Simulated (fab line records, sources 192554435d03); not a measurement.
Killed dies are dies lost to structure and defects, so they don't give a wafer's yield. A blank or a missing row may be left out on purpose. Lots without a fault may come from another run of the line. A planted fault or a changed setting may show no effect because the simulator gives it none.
Split-lot experiment | flow n5_finfet | 7 lots, 21 wafers read, on a route of 1938 steps

THE SPLIT
At N5_BEOL_M15_PEB_26 (peb time 90 s), the setting peb_temp_c was moved away from the recipe's 130 C on 12 of the 21 wafers read, by -2.7% to +2.6%. The other wafers ran this setting at the recipe's value.

FROM THE SPLIT TO THE READING: what the file shows between them, 2 steps
- N5_BEOL_M15_DEVELOP_27: develop time 45 s
- N5_BEOL_M15_HARDBAKE_32: time 120 s

THE READING
cd_nm, in nm, at N5_BEOL_M15_CD_MEAS_28 (target cd 407.6 nm). Fault-free wafers of this fab line usually give 408.1 nm, standard deviation 2.5 nm.

wafer  | tool, chamber at the split | peb_temp_c as run, C | against the recipe | cd_nm, nm | against lot-mates on the recipe
L074.1 | litho_track-05, 0          | 130                  | recipe             | 410.8     | -
L074.2 | litho_track-05, 0          | 130                  | recipe             | 411.4     | -
L074.5 | litho_track-05, 0          | 130                  | recipe             | 412.5     | -
L079.3 | litho_track-01, 0          | 130                  | recipe             | 405.3     | -
L079.4 | litho_track-01, 0          | 131                  | +0.8%              | 411.5     | +6.2
L079.5 | litho_track-01, 0          | 131                  | +0.8%              | 412.8     | +7.5
L081.1 | litho_track-02, 0          | 126.5                | -2.7%              | 388.1     | -16.2
L081.2 | litho_track-02, 0          | 126.5                | -2.7%              | 388.1     | -16.2
L081.3 | litho_track-02, 0          | 130                  | recipe             | 404.3     | -
L080.3 | litho_track-01, 0          | 133                  | +2.3%              | 421.7     | +17.7
L080.5 | litho_track-01, 0          | 133                  | +2.3%              | 419.9     | +15.9
L080.6 | litho_track-01, 0          | 130                  | recipe             | 404.0     | -
L089.1 | litho_track-02, 0          | 131                  | +0.8%              | 410.3     | +0.7
L089.2 | litho_track-02, 0          | 131                  | +0.8%              | 414.0     | +4.4
L089.6 | litho_track-02, 0          | 130                  | recipe             | 409.6     | -
L092.2 | litho_track-01, 0          | 130                  | recipe             | 407.6     | -
L092.4 | litho_track-01, 0          | 128.8                | -0.9%              | 398.9     | -8.7
L092.5 | litho_track-01, 0          | 128.8                | -0.9%              | 404.0     | -3.6
L094.1 | litho_track-01, 0          | 133.4                | +2.6%              | 419.3     | +12.1
L094.3 | litho_track-01, 0          | 130                  | recipe             | 407.2     | -
L094.6 | litho_track-01, 0          | 133.4                | +2.6%              | 421.9     | +14.7

THE FIT
A straight line over all 21 wafers: cd_nm changes by +6.11 nm for each +1% of peb_temp_c; r = +0.96; the points scatter about the line by 2.7 nm.
The same after taking each lot's own level away (the mean of its wafers on the recipe; 21 wafers): +6.08 nm for each +1%; r = +0.98; scatter 2 nm.
On that fit, the largest move of peb_temp_c shifts the reading by 16 nm.
The lots' own levels span 404.00 to 411.57 nm, that is 3.0 times the standard deviation above.
So the lot-to-lot level changes the slope little: the two slopes agree.
Check: with one of the wafers moved furthest among these (-2.7%) left out of the fit, the line predicts -16.4 nm for it against its lot-mates. It came out at -16.2 nm against them.

OTHER SPLITS ON THESE WAFERS
These wafers also went through other splits before the reading. Each is held against what the fit with the lots' levels taken away leaves over:
other split on the same wafers        | wafers away from the commonest value | r with cd_nm (lot level and that fit taken away)
N5_BEOL_M13_COAT_66 spin_rpm          | 10                                   | -0.08
N5_BEOL_M14_EXPOSE_25 dose_mj         | 10                                   | -0.02
N5_BEOL_M14_DEVELOP_27 develop_time_s | 7                                    | +0.08

THE WHOLE CHAIN: every reading that the file lists as answering this split, in the file's order
step                       | what it does                                                            | reading                                                         | change (the file's fit)              | r (the file's)
N5_BEOL_M15_CD_MEAS_28     | target cd 407.6 nm                                                      | cd_nm                                                           | +6.08 nm for each +1% of the setting | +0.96
N5_BEOL_M15_DESCUM_33      | chemistry O2, time 7.9 s                                                | BEOL_M15.cd_nm (the simulator's own value, which no gauge read) | +6.05 nm for each +1% of the setting | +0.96
N5_BEOL_M15_ETCH_61        | etches BARC in N2/H2, target depth 89 nm, overetch 26.7 nm, time 67.9 s | BEOL_M15.cd_nm (the simulator's own value, which no gauge read) | +6.24 nm for each +1% of the setting | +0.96
N5_BEOL_M15_TRENCH_ETCH_34 | etches SiO2 in C4F8/O2/Ar, target depth 872.93 nm, time 199 s           | BEOL_M15.cd_nm (the simulator's own value, which no gauge read) | +6.26 nm for each +1% of the setting | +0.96

THE FILE'S OWN FIT
cd_nm changes by +6.08 nm for each +1% of peb_temp_c, r = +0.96.
